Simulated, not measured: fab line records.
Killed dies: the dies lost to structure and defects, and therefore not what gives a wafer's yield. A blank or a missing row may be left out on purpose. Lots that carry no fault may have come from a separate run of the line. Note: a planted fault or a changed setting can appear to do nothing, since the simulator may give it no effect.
Which tool was responsible? -- flow nand_harc -- 36 wafers from 12 lots sampled at 5 of the route's 1302 steps

## WHAT EACH GAUGE READ, for each wafer
NHARC_P_M2_INSPECT_27.
lot,measured,on,raw_defect_count
L888,day 6 13:25,defect_inspect-02,163 232 240
L889,day 6 23:07,defect_inspect-01,354 246 347
L892,day 7 23:49,defect_inspect-02,409 455 401
L893,day 8 16:29,defect_inspect-01,195 247 177
L894,day 8 17:40,defect_inspect-01,297 330 160
L896,day 9 21:13,defect_inspect-02,170 203 266
L898,day 10 23:49,defect_inspect-02,247 328 197
L900,day 11 15:07,defect_inspect-02,321 400 154
L905,day 13 11:06,defect_inspect-01,325 252 279
L909,day 15 01:07,defect_inspect-02,397 177 131
L910,day 15 12:17,defect_inspect-01,304 350 331
L911,day 15 23:47,defect_inspect-02,223 374 183

NHARC_P_BONDPAD_CD_MEAS_09: target cd 500 nm.
lot,measured,on,cd_nm (nm)
L888,day 6 15:16,cd_sem-02,497.6 496.1 498.8
L889,day 7 00:46,cd_sem-01,499.5 497.9 495.2
L892,day 8 01:35,cd_sem-02,500.0 499.0 499.6
L893,day 8 18:08,cd_sem-03,503.5 500.7 503.5
L894,day 8 19:18,cd_sem-03,496.3 500.8 501.5
L896,day 9 22:58,cd_sem-02,499.8 500.5 500.5
L898,day 11 01:29,cd_sem-03,498.6 498.8 497.5
L900,day 11 16:52,cd_sem-03,496.2 499.0 499.9
L905,day 13 13:10,cd_sem-01,498.5 497.6 500.4
L909,day 15 03:04,cd_sem-03,494.2 493.7 499.4
L910,day 15 14:16,cd_sem-02,498.8 494.8 499.4
L911,day 16 01:37,cd_sem-01,501.5 501.1 500.3

NHARC_END_SORT_01.
lot,measured,on,defect_limited_yield (%),killed_at_array,killed_at_other,killed_at_periphery,killed_dies,killed_open,killed_short
L888,day 24 18:43,prober-01,88.2 85.4 89.5,74 95 69,0 1 0,6 3 2,80 99 71,5 5 2,3 9 0
L889,day 24 17:54,prober-02,90.8 93.1 92.9,50 42 40,1 0 0,11 5 8,62 47 48,6 4 2,1 5 4
L892,day 25 17:36,prober-01,88.9 87.3 88.0,72 80 78,0 1 0,3 5 3,75 86 81,2 5 2,1 1 3
L893,day 26 22:14,prober-01,92.0 92.2 90.1,48 49 63,1 1 1,5 3 3,54 53 67,3 5 5,2 0 1
L894,day 27 21:24,prober-02,87.1 87.6 87.6,84 82 81,2 1 0,1 1 3,87 84 84,3 4 3,1 4 3
L896,day 28 07:41,prober-02,94.4 95.1 94.7,35 28 34,0 3 0,3 2 2,38 33 36,4 3 8,4 3 1
L898,day 29 00:20,prober-01,96.6 97.2 96.8,20 16 21,0 1 0,3 2 1,23 19 22,1 3 1,1 0 2
L900,day 29 05:50,prober-01,90.5 92.0 91.7,56 52 54,6 0 1,2 2 1,64 54 56,0 2 2,5 2 2
L905,day 30 10:23,prober-01,88.3 89.8 90.4,78 67 63,0 0 0,1 2 2,79 69 65,2 3 2,2 0 6
L909,day 32 19:23,prober-01,0 0 0,75 66 53,1 1 1,601 610 623,677 677 677,2 4 3,5 2 3
L910,day 33 03:58,prober-01,0 0 0,29 43 42,1 3 4,647 631 631,677 677 677,2 4 2,4 3 5
L911,day 33 18:53,prober-02,94.5 94.8 92.3,34 34 48,0 0 0,3 1 4,37 35 52,4 1 2,3 2 3

## WHAT TOOL EACH LOT RAN ON (gives the tool, then ch and the chambers of the sampled wafers, and finally the start)
lot,NHARC_P_M2_ANNEAL_31,NHARC_P_BONDPAD_ETCH_24
L888,"rtp_anneal-02 ch 0, day 6 12:38","rie_diel-13 ch 1,2,3, day 6 16:04"
L889,"rtp_anneal-02 ch 0, day 6 22:17","rie_diel-13 ch 2,3, day 7 01:37"
L892,"rtp_anneal-01 ch 0, day 7 23:08","rie_diel-03 ch 0,3, day 8 02:20"
L893,"rtp_anneal-02 ch 0, day 8 15:38","rie_diel-08 ch 0,1, day 8 18:56"
L894,"rtp_anneal-01 ch 0, day 8 16:57","rie_diel-08 ch 0,2,3, day 8 20:02"
L896,"rtp_anneal-01 ch 0, day 9 20:26","rie_diel-03 ch 0,3, day 9 23:44"
L898,"rtp_anneal-01 ch 0, day 10 23:10","rie_diel-13 ch 0,2,3, day 11 02:18"
L900,"rtp_anneal-01 ch 0, day 11 14:18","rie_diel-13 ch 0,1,3, day 11 17:37"
L905,"rtp_anneal-02 ch 0, day 13 10:17","rie_diel-03 ch 0,1,3, day 13 13:55"
L909,"rtp_anneal-02 ch 0, day 15 00:24","rie_diel-03 ch 0,3, day 15 03:49"
L910,"rtp_anneal-01 ch 0, day 15 11:28","rie_diel-03 ch 1,2,3, day 15 15:01"
L911,"rtp_anneal-02 ch 0, day 15 22:58","rie_diel-13 ch 1,2,3, day 16 02:22"
- NHARC_P_M2_ANNEAL_31: time 90 s.
- NHARC_P_BONDPAD_ETCH_24: etches the open film in CF4/N2, target depth 30 nm, time 72.99 s.

## AS READ BY THE TOOLS THEMSELVES (means over the sampled wafers that have a number; for cases with no such wafer, the mark the record gives instead)
NHARC_P_M2_ANNEAL_31.
lot,tool,wafer_temp_C_max
L888,rtp_anneal-02,226.18
L889,rtp_anneal-02,225.94
L892,rtp_anneal-01,225.68
L893,rtp_anneal-02,225.93
L894,rtp_anneal-01,225.47
L896,rtp_anneal-01,225.53
L898,rtp_anneal-01,225.49
L900,rtp_anneal-01,225.66
L905,rtp_anneal-02,225.66
L909,rtp_anneal-02,226.37
L910,rtp_anneal-01,225.81
L911,rtp_anneal-02,225.86

NHARC_P_BONDPAD_ETCH_24.
lot,tool,drypump_motor_current_A (A),oes_product_au (a.u.),rf_vpp_V (V),run_length_s (s),showerhead_plenum_p_Torr (Torr),throttle_valve_pct (%)
L888,rie_diel-13,5.8,1.006,312.6,94.5,2.53,19.798
L889,rie_diel-13,6.1,1.004,312.7,94.4,2.53,19.789
L892,rie_diel-03,4.9,0.999,317.1,94.4,2.79,19.791
L893,rie_diel-08,5.6,1.008,312.9,94.4,2.59,19.789
L894,rie_diel-08,6.0,1.015,314.2,94.7,2.68,19.795
L896,rie_diel-03,4.9,1.000,316.4,94.1,2.79,19.793
L898,rie_diel-13,6.0,1.006,314.0,94.4,2.61,19.798
L900,rie_diel-13,5.6,1.009,313.0,94.3,2.61,19.793
L905,rie_diel-03,5.4,0.993,315.8,94.5,2.73,19.788
L909,rie_diel-03,4.9,1.003,316.8,61.4,2.79,19.789
L910,rie_diel-03,5.3,1.000,315.1,61.8,2.72,19.804
L911,rie_diel-13,5.8,0.994,310.9,94.4,2.53,19.795

## THE ANSWER, worked out from the rows above alone
Rule: the usual values come from the lots themselves. Put in order of their means at a reading, lots are off if they are a third of the lots or fewer, leave a main group of 4 or more, and stand apart from it by a gap of 3 or more times the standard deviation of the main group's means; of several such gaps the widest counts. If all means in a main group match to the digits the tables above print for the reading, that group is not used. Also off: a lot with no number at a reading for which 4 or more lots have one. All remaining lots with rows at the step are treated as sound. First the gauges in route order, then the tools' own readings, where a lot's mean is used as printed above. At the first step where some lot is off, the reading lying furthest off is the one used; lots without a number count as furthest.
Off, at NHARC_END_SORT_01 on killed_at_periphery: L909, L910. The main group has a mean of 3.1 with a standard deviation of 1.8.
If a tool, at a process step before that reading, ran all the lots that are off and no sound lot after the first of them, it fits. Not tried: the gauges at NHARC_END_SORT_01; whatever is off there is also off at NHARC_P_BONDPAD_ETCH_24, on other tools, and gauge error can't account for it. One candidate fits, namely rie_diel-03 at NHARC_P_BONDPAD_ETCH_24. A fault onset in the window from L905 (day 13 13:55, its last sound lot) to L909 (day 15 03:49, its first lot off) fits.
On the lots that are off, the tool's own readings at NHARC_P_BONDPAD_ETCH_24 differ by more than 5 times the standard deviation of the sound lots' means, which bears it out; run_length_s reads 61.6 s there versus 94.4 s on the sound lots.

## WHAT HAD BEEN PUT IN BY THE SIMULATOR
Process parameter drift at NHARC_P_BONDPAD_ETCH_24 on rie_diel-03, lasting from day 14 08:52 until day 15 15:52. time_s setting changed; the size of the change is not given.
Lots struck among those shown: L909, L910. The same result came from the rule above.
